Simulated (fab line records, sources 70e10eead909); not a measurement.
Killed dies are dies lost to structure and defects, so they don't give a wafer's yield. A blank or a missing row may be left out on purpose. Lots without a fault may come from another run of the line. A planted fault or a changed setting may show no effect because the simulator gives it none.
Which tool did it? | flow nand_harc | 24 lots, 72 wafers sampled, at 6 steps of a route of 1302

WHAT THE GAUGES READ, wafer by wafer
NHARC_A_ONON_D2_THK_MEAS_21: measures by ellipsometry. Usual: thk_nm 999 nm, standard deviation 11.
lot  | measured     | on            | thk_nm (nm)    | flag
L074 | day 12 19:44 | film_metro-02 | 984 985 986    |
L075 | day 13 21:10 | film_metro-01 | 989 991 990    |
L077 | day 13 21:17 | film_metro-02 | 994 995 995    |
L076 | day 13 21:19 | film_metro-01 | 978 980 981    |
L078 | day 14 15:41 | film_metro-01 | 1009 1010 1009 |
L079 | day 14 15:40 | film_metro-01 | 1005 1007 1007 |
L080 | day 15 03:55 | film_metro-02 | 994 994 994    |
L081 | day 15 10:55 | film_metro-02 | 997 996 996    |
L082 | day 16 14:30 | film_metro-01 | 987 991 990    |
L083 | day 16 14:29 | film_metro-01 | 1002 1001 1003 |
L085 | day 17 16:10 | film_metro-01 | 1010 1011 1011 |
L084 | day 17 16:10 | film_metro-02 | 998 1001 999   |
L086 | day 18 15:39 | film_metro-02 | 989 987 990    |
L088 | day 18 15:39 | film_metro-01 | 1010 1010 1010 |
L089 | day 19 02:32 | film_metro-02 | 982 986 983    |
L087 | day 19 13:08 | film_metro-01 | 990 991 992    |
L091 | day 20 01:06 | film_metro-01 | 998 999 1000   |
L090 | day 20 01:06 | film_metro-02 | 1015 1014 1013 |
L092 | day 20 18:10 | film_metro-01 | 1007 1009 1009 |
L093 | day 21 18:32 | film_metro-02 | 1016 1016 1015 |
L094 | day 21 18:23 | film_metro-01 | 997 996 998    |
L095 | day 21 23:35 | film_metro-02 | 1021 1021 1021 |
L096 | day 21 23:35 | film_metro-01 | 989 991 990    |
L097 | day 22 13:29 | film_metro-01 | 1008 1006 1008 |

NHARC_A_CHANNEL_FILL_D2_INSPECT_13. Usual: raw_defect_count 383, standard deviation 120.
lot  | measured     | on                | raw_defect_count | flag
L074 | day 15 15:00 | defect_inspect-01 | 470 300 307      |
L075 | day 16 09:46 | defect_inspect-01 | 845 349 422      |
L077 | day 16 09:46 | defect_inspect-02 | 356 207 418      |
L076 | day 16 15:25 | defect_inspect-02 | 318 407 336      |
L078 | day 17 07:22 | defect_inspect-02 | 273 285 289      |
L079 | day 17 07:13 | defect_inspect-01 | 464 431 586      |
L080 | day 17 18:05 | defect_inspect-02 | 400 332 361      |
L081 | day 18 03:08 | defect_inspect-02 | 573 480 312      |
L082 | day 19 22:47 | defect_inspect-01 | 356 316 314      |
L083 | day 19 15:58 | defect_inspect-01 | 601 434 490      |
L085 | day 20 05:16 | defect_inspect-02 | 591 558 505      |
L084 | day 20 05:26 | defect_inspect-01 | 242 356 259      |
L086 | day 21 05:28 | defect_inspect-01 | 349 286 345      |
L088 | day 21 05:26 | defect_inspect-02 | 391 417 353      |
L089 | day 21 19:44 | defect_inspect-02 | 424 319 429      |
L087 | day 22 08:26 | defect_inspect-01 | 244 388 388      |
L091 | day 22 13:53 | defect_inspect-01 | 492 560 336      |
L090 | day 22 13:53 | defect_inspect-02 | 362 583 375      |
L092 | day 23 11:50 | defect_inspect-02 | 387 150 497      |
L093 | day 24 14:21 | defect_inspect-01 | 372 282 240      |
L094 | day 24 14:11 | defect_inspect-01 | 485 345 493      |
L095 | day 24 18:37 | defect_inspect-01 | 288 199 239      |
L096 | day 24 14:11 | defect_inspect-02 | 334 384 317      |
L097 | day 25 03:05 | defect_inspect-02 | 292 261 299      |

WHICH TOOL RAN EACH LOT (tool, then ch and the chambers of the sampled wafers, then the start)
lot  | NHARC_A_CHANNEL_HOLE_D1_ETCH_24  | NHARC_A_CHANNEL_HOLE_D2_ETCH_38    | NHARC_A_CHANNEL_HOLE_D2_ETCH_44    | NHARC_A_CHANNEL_FILL_D2_ALD_14
L074 | har_etch-02 ch 0,1, day 8 15:52  | rie_diel-13 ch 0,2,3, day 13 04:32 | rie_diel-10 ch 0,1,2, day 13 12:30 | ald_hk-01 ch 1,2,3, day 13 20:50
L075 | har_etch-02 ch 0,1, day 9 15:49  | rie_diel-10 ch 1,2,3, day 14 02:22 | rie_diel-10 ch 2,3, day 14 08:10   | ald_hk-02 ch 0,2,3, day 14 16:45
L077 | har_etch-01 ch 0,1, day 9 19:39  | rie_diel-10 ch 1,2,3, day 14 03:59 | rie_diel-02 ch 0,2,3, day 14 09:47 | ald_hk-01 ch 0,2,3, day 14 16:47
L076 | har_etch-02 ch 0,1, day 9 19:43  | rie_diel-02 ch 0,1,3, day 14 04:16 | rie_diel-10 ch 0,2,3, day 14 12:19 | ald_hk-04 ch 0,2,3, day 14 20:57
L078 | har_etch-02 ch 0,1, day 10 15:11 | rie_diel-10 ch 2,3, day 14 21:40   | rie_diel-10 ch 1,2, day 15 04:52   | ald_hk-04 ch 0,2,3, day 15 12:32
L079 | har_etch-01 ch 1, day 10 15:20   | rie_diel-02 ch 1,3, day 14 20:52   | rie_diel-10 ch 2,3, day 15 04:17   | ald_hk-02 ch 0,1,2, day 15 12:28
L080 | har_etch-01 ch 0,1, day 11 05:00 | rie_diel-10 ch 0,2,3, day 15 09:49 | rie_diel-13 ch 0,1, day 15 15:38   | ald_hk-01 ch 2,3, day 16 01:40
L081 | har_etch-01 ch 0,1, day 11 11:29 | rie_diel-13 ch 2,3, day 15 19:14   | rie_diel-10 ch 0,2,3, day 16 01:14 | ald_hk-02 ch 0,1, day 16 09:23
L082 | har_etch-01 ch 0,1, day 12 07:38 | rie_diel-13 ch 0,2, day 17 13:37   | rie_diel-02 ch 0,2,3, day 17 19:26 | ald_hk-04 ch 1,2, day 18 03:39
L083 | har_etch-02 ch 0,1, day 12 08:26 | rie_diel-10 ch 0,3, day 17 04:16   | rie_diel-10 ch 0,1,2, day 17 14:02 | ald_hk-04 ch 0,2,3, day 17 22:26
L085 | har_etch-02 ch 0,1, day 13 05:25 | rie_diel-10 ch 1,2,3, day 18 00:05 | rie_diel-02 ch 0,1,3, day 18 05:54 | ald_hk-01 ch 0,1,2, day 18 12:24
L084 | har_etch-01 ch 0,1, day 13 09:47 | rie_diel-13 ch 0,1,2, day 17 22:25 | rie_diel-13 ch 0,1,3, day 18 04:15 | ald_hk-02 ch 1,2,3, day 18 12:24
L086 | har_etch-02 ch 0, day 14 17:42   | rie_diel-02 ch 1,3, day 18 22:35   | rie_diel-10 ch 1,3, day 19 04:47   | ald_hk-02 ch 0,2,3, day 19 15:55
L088 | har_etch-01 ch 0,1, day 14 17:46 | rie_diel-13 ch 0,1,3, day 18 21:25 | rie_diel-10 ch 0,1,3, day 19 03:15 | ald_hk-01 ch 0,2,3, day 19 11:41
L089 | har_etch-01 ch 0,1, day 14 21:56 | rie_diel-10 ch 0,3, day 19 07:39   | rie_diel-13 ch 0,2,3, day 19 13:28 | ald_hk-02 ch 0,1,3, day 19 22:47
L087 | har_etch-02 ch 0,1, day 15 05:52 | rie_diel-10 ch 0,2,3, day 19 18:14 | rie_diel-10 ch 1,2,3, day 20 00:59 | ald_hk-02 ch 0,1,3, day 20 09:05
L091 | har_etch-02 ch 0,1, day 15 16:01 | rie_diel-13 ch 1,3, day 20 06:19   | rie_diel-10 ch 0,2,3, day 20 12:21 | ald_hk-04 ch 2,3, day 20 20:36
L090 | har_etch-01 ch 0,1, day 15 17:12 | rie_diel-02 ch 0,3, day 20 06:31   | rie_diel-02 ch 0,1, day 20 12:21   | ald_hk-04 ch 1,2, day 20 21:03
L092 | har_etch-01 ch 0,1, day 16 16:17 | rie_diel-10 ch 0,3, day 20 23:42   | rie_diel-02 ch 0,1, day 21 07:34   | ald_hk-02 ch 0,3, day 21 17:17
L093 | har_etch-02 ch 0,1, day 17 12:16 | rie_diel-10 ch 0,2,3, day 21 23:46 | rie_diel-02 ch 0,1,2, day 22 10:23 | ald_hk-01 ch 1,2,3, day 22 18:46
L094 | har_etch-01 ch 0,1, day 17 15:37 | rie_diel-02 ch 0,1,3, day 21 23:58 | rie_diel-02 ch 0,2, day 22 13:59   | ald_hk-02 ch 0,1,2, day 23 00:25
L095 | har_etch-01 ch 0,1, day 17 19:46 | rie_diel-13 ch 0,2,3, day 22 06:56 | rie_diel-10 ch 0,1,2, day 22 18:08 | ald_hk-02 ch 1,2,3, day 23 02:47
L096 | har_etch-02 ch 0,1, day 17 21:07 | rie_diel-10 ch 0,1, day 22 05:55   | rie_diel-10 ch 0,3, day 22 14:31   | ald_hk-02 ch 0,1, day 23 00:11
L097 | har_etch-01 ch 0,1, day 18 05:56 | rie_diel-02 ch 0,2, day 22 18:43   | rie_diel-13 ch 0,1,2, day 23 00:44 | ald_hk-04 ch 0,3, day 23 08:56
- NHARC_A_CHANNEL_HOLE_D1_ETCH_24: etches the open film in C4F8/O2/Ar, time 906.2 s, target depth 1500 nm.
- NHARC_A_CHANNEL_HOLE_D2_ETCH_38: etches the open film in CF4, target depth 39 nm, time 65 s.
- NHARC_A_CHANNEL_HOLE_D2_ETCH_44: etches the open film in CF4/O2, target depth 140 nm, overetch 14 nm, time 77 s.
- NHARC_A_CHANNEL_FILL_D2_ALD_14: deposits SiO2, target thk 2.5 nm, pulse time 10 s, ald cycles 25.

WHAT THE TOOLS THEMSELVES READ (means of the sampled wafers that have a number; where no wafer has one, the mark that the record gives instead)
NHARC_A_CHANNEL_HOLE_D1_ETCH_24. Usual: drypump_motor_current_A 5.7 A, standard deviation 0.54; showerhead_plenum_p_Torr 3.66 Torr, standard deviation 0.045; throttle_valve_pct 32.236 %, standard deviation 0.0093.
lot  | tool        | drypump_motor_current_A (A) | showerhead_plenum_p_Torr (Torr) | throttle_valve_pct (%) | flag
L074 | har_etch-02 | 5.9                         | 3.74                            | 32.233                 |
L075 | har_etch-02 | 5.5                         | 3.71                            | 32.248                 |
L077 | har_etch-01 | 5.4                         | 3.67                            | 32.232                 |
L076 | har_etch-02 | 5.9                         | 3.74                            | 32.241                 |
L078 | har_etch-02 | 5.5                         | 3.70                            | 32.239                 |
L079 | har_etch-01 | 5.2                         | 3.67                            | 32.239                 |
L080 | har_etch-01 | 5.5                         | 3.66                            | 32.238                 |
L081 | har_etch-01 | 5.5                         | 3.66                            | 32.233                 |
L082 | har_etch-01 | 5.8                         | 3.65                            | 32.232                 |
L083 | har_etch-02 | 5.5                         | 3.69                            | 32.235                 |
L085 | har_etch-02 | 5.5                         | 3.68                            | 32.244                 |
L084 | har_etch-01 | 5.5                         | 3.64                            | 32.238                 |
L086 | har_etch-02 | 6.3                         | 3.72                            | 32.230                 |
L088 | har_etch-01 | 5.5                         | 3.63                            | 32.233                 |
L089 | har_etch-01 | 5.8                         | 3.63                            | 32.236                 |
L087 | har_etch-02 | 5.9                         | 3.69                            | 32.240                 |
L091 | har_etch-02 | 5.5                         | 3.66                            | 32.235                 |
L090 | har_etch-01 | 5.5                         | 3.62                            | 32.236                 |
L092 | har_etch-01 | 5.8                         | 3.62                            | 32.234                 |
L093 | har_etch-02 | 5.5                         | 3.66                            | 32.248                 |
L094 | har_etch-01 | 5.8                         | 3.61                            | 32.237                 |
L095 | har_etch-01 | 5.8                         | 3.61                            | 32.239                 |
L096 | har_etch-02 | 5.9                         | 3.68                            | 32.228                 |
L097 | har_etch-01 | 5.5                         | 3.61                            | 32.234                 |

NHARC_A_CHANNEL_HOLE_D2_ETCH_38. Usual: bias_w 100.05 W, standard deviation 0.3; drypump_motor_current_A 5.7 A, standard deviation 0.38; oes_product_au 0.997 a.u., standard deviation 0.0078; rf_vpp_V 151.1 V, standard deviation 1.1; showerhead_plenum_p_Torr 1.76 Torr, standard deviation 0.069; throttle_valve_pct 13.283 %, standard deviation 0.0094.
lot  | tool        | bias_w (W) | drypump_motor_current_A (A) | oes_product_au (a.u.) | rf_vpp_V (V) | showerhead_plenum_p_Torr (Torr) | throttle_valve_pct (%) | flag
L074 | rie_diel-13 | 100.08     | 6.1                         | 1.000                 | 150.7        | 1.73                            | 13.288                 |
L075 | rie_diel-10 | 100.03     | 5.6                         | 1.004                 | 150.5        | 1.77                            | 13.282                 |
L077 | rie_diel-10 | 99.84      | 5.6                         | 0.996                 | 151.0        | 1.77                            | 13.276                 |
L076 | rie_diel-02 | 99.93      | 5.8                         | 0.993                 | 150.7        | 1.77                            | 13.288                 |
L078 | rie_diel-10 | 99.91      | 5.7                         | 1.005                 | 150.2        | 1.72                            | 13.290                 |
L079 | rie_diel-02 | 100.17     | 5.8                         | 0.997                 | 150.6        | 1.76                            | 13.274                 |
L080 | rie_diel-10 | 100.35     | 5.9                         | 0.994                 | 151.1        | 1.78                            | 13.288                 |
L081 | rie_diel-13 | 100.31     | 6.2                         | 1.003                 | 150.9        | 1.72                            | 13.291                 |
L082 | rie_diel-13 | 100.22     | 5.9                         | 0.992                 | 149.6        | 1.71                            | 13.282                 |
L083 | rie_diel-10 | 99.76      | 6.0                         | 0.996                 | 151.7        | 1.83                            | 13.286                 |
L085 | rie_diel-10 | 100.15     | 5.6                         | 0.994                 | 151.7        | 1.77                            | 13.289                 |
L084 | rie_diel-13 | 100.08     | 5.6                         | 0.997                 | 150.6        | 1.70                            | 13.275                 |
L086 | rie_diel-02 | 100.29     | 5.9                         | 1.000                 | 151.1        | 1.71                            | 13.286                 |
L088 | rie_diel-13 | 100.09     | 5.7                         | 0.998                 | 151.1        | 1.73                            | 13.288                 |
L089 | rie_diel-10 | 100.49     | 6.1                         | 1.002                 | 151.9        | 1.84                            | 13.287                 |
L087 | rie_diel-10 | 99.99      | 5.9                         | 1.009                 | 150.7        | 1.78                            | 13.279                 |
L091 | rie_diel-13 | 100.08     | 5.8                         | 1.005                 | 151.2        | 1.75                            | 13.291                 |
L090 | rie_diel-02 | 100.16     | 5.7                         | 1.008                 | 152.2        | 1.82                            | 13.276                 |
L092 | rie_diel-10 | 100.01     | 6.1                         | 0.998                 | 151.2        | 1.84                            | 13.280                 |
L093 | rie_diel-10 | 100.19     | 5.9                         | 0.987                 | 151.0        | 1.78                            | 13.280                 |
L094 | rie_diel-02 | 100.22     | 5.8                         | 1.001                 | 151.1        | 1.76                            | 13.282                 |
L095 | rie_diel-13 | 99.79      | 6.1                         | 0.993                 | 151.9        | 1.73                            | 13.278                 |
L096 | rie_diel-10 | 99.89      | 5.7                         | 0.997                 | 151.7        | 1.83                            | 13.278                 |
L097 | rie_diel-02 | 100.14     | 5.4                         | 1.001                 | 151.1        | 1.71                            | 13.280                 |

NHARC_A_CHANNEL_HOLE_D2_ETCH_44. Usual: bias_w 99.97 W, standard deviation 0.26; drypump_motor_current_A 5.7 A, standard deviation 0.36; oes_product_au 0.997 a.u., standard deviation 0.0083; rf_vpp_V 197.7 V, standard deviation 1.6; showerhead_plenum_p_Torr 1.33 Torr, standard deviation 0.058; throttle_valve_pct 13.397 %, standard deviation 0.0094.
lot  | tool        | bias_w (W) | drypump_motor_current_A (A) | oes_product_au (a.u.) | rf_vpp_V (V) | showerhead_plenum_p_Torr (Torr) | throttle_valve_pct (%) | flag
L074 | rie_diel-10 | 100.00     | 5.7                         | 0.995                 | 197.9        | 1.35                            | 13.399                 |
L075 | rie_diel-10 | 99.90      | 5.8                         | 0.999                 | 198.2        | 1.34                            | 13.399                 |
L077 | rie_diel-02 | 99.93      | 5.6                         | 0.997                 | 197.5        | 1.33                            | 13.389                 |
L076 | rie_diel-10 | 100.09     | 5.9                         | 0.998                 | 198.1        | 1.35                            | 13.401                 |
L078 | rie_diel-10 | 99.81      | 5.5                         | 0.988                 | 198.6        | 1.34                            | 13.399                 |
L079 | rie_diel-10 | 100.04     | 5.8                         | 1.005                 | 197.3        | 1.34                            | 13.396                 |
L080 | rie_diel-13 | 99.92      | 5.2                         | 0.998                 | 196.9        | 1.28                            | 13.390                 |
L081 | rie_diel-10 | 99.91      | 5.9                         | 1.002                 | 198.1        | 1.35                            | 13.404                 |
L082 | rie_diel-02 | 100.05     | 5.5                         | 0.995                 | 197.7        | 1.33                            | 13.401                 |
L083 | rie_diel-10 | 100.02     | 5.7                         | 0.991                 | 197.8        | 1.35                            | 13.399                 |
L085 | rie_diel-02 | 100.16     | 5.8                         | 0.999                 | 198.0        | 1.33                            | 13.398                 |
L084 | rie_diel-13 | 100.07     | 5.6                         | 0.998                 | 196.7        | 1.30                            | 13.394                 |
L086 | rie_diel-10 | 99.78      | 5.6                         | 0.994                 | 198.9        | 1.38                            | 13.394                 |
L088 | rie_diel-10 | 100.07     | 5.8                         | 0.995                 | 199.4        | 1.39                            | 13.403                 |
L089 | rie_diel-13 | 99.87      | 6.1                         | 0.991                 | 196.7        | 1.30                            | 13.397                 |
L087 | rie_diel-10 | 100.12     | 5.6                         | 0.995                 | 198.4        | 1.34                            | 13.397                 |
L091 | rie_diel-10 | 99.72      | 5.9                         | 0.998                 | 198.2        | 1.35                            | 13.393                 |
L090 | rie_diel-02 | 99.96      | 5.7                         | 1.002                 | 197.2        | 1.34                            | 13.404                 |
L092 | rie_diel-02 | 100.21     | 5.8                         | 0.994                 | 196.8        | 1.29                            | 13.403                 |
L093 | rie_diel-02 | 99.80      | 5.6                         | 0.998                 | 196.1        | 1.29                            | 13.395                 |
L094 | rie_diel-02 | 99.86      | 5.5                         | 1.004                 | 198.8        | 1.34                            | 13.394                 |
L095 | rie_diel-10 | 100.16     | 5.7                         | 0.995                 | 196.8        | 1.35                            | 13.385                 |
L096 | rie_diel-10 | 99.74      | 6.0                         | 1.002                 | 198.9        | 1.38                            | 13.388                 |
L097 | rie_diel-13 | 100.11     | 5.6                         | 1.005                 | 196.8        | 1.28                            | 13.403                 |

NHARC_A_CHANNEL_FILL_D2_ALD_14. Usual: heater_power_w 459 W, standard deviation 46; precursor_pulse_height_rel 1.000, standard deviation 0.021.
lot  | tool      | heater_power_w (W) | precursor_pulse_height_rel | flag
L074 | ald_hk-01 | 470                | 1.019                      |
L075 | ald_hk-02 | 441                | 0.984                      |
L077 | ald_hk-01 | 472                | 1.000                      |
L076 | ald_hk-04 | 482                | 0.998                      |
L078 | ald_hk-04 | 475                | 0.996                      |
L079 | ald_hk-02 | 480                | 0.991                      |
L080 | ald_hk-01 | 478                | 1.011                      |
L081 | ald_hk-02 | 474                | 0.994                      |
L082 | ald_hk-04 | 454                | 0.993                      |
L083 | ald_hk-04 | 475                | 0.986                      |
L085 | ald_hk-01 | 449                | 0.999                      |
L084 | ald_hk-02 | 429                | 0.965                      |
L086 | ald_hk-02 | 450                | 1.010                      |
L088 | ald_hk-01 | 476                | 1.007                      |
L089 | ald_hk-02 | 459                | 1.001                      |
L087 | ald_hk-02 | 462                | 1.012                      |
L091 | ald_hk-04 | 511                | 0.994                      |
L090 | ald_hk-04 | 463                | 1.005                      |
L092 | ald_hk-02 | 429                | 0.985                      |
L093 | ald_hk-01 | 475                | 1.029                      |
L094 | ald_hk-02 | 471                | 0.977                      |
L095 | ald_hk-02 | 436                | 0.993                      |
L096 | ald_hk-02 | 488                | 1.000                      |
L097 | ald_hk-04 | 469                | 1.019                      |

THE ANSWER, worked out from the rows above alone
Rule: a lot is off if the mean of its wafers that have a number lies more than 3 standard deviations from the usual mean. A lot without any number at a reading at which 4 lots or more have one is off too. The other lots that the step has rows for count as sound. The gauges are gone through in route order, then the tools' own readings, and for those a lot's mean is taken as printed above. The first step at which some lot is off is used, and at that step the reading that is off furthest; a lot without a number counts as furthest.
No lot is off at any reading shown: from this, nothing can be told.

WHAT THE SIMULATOR HAD PUT IN
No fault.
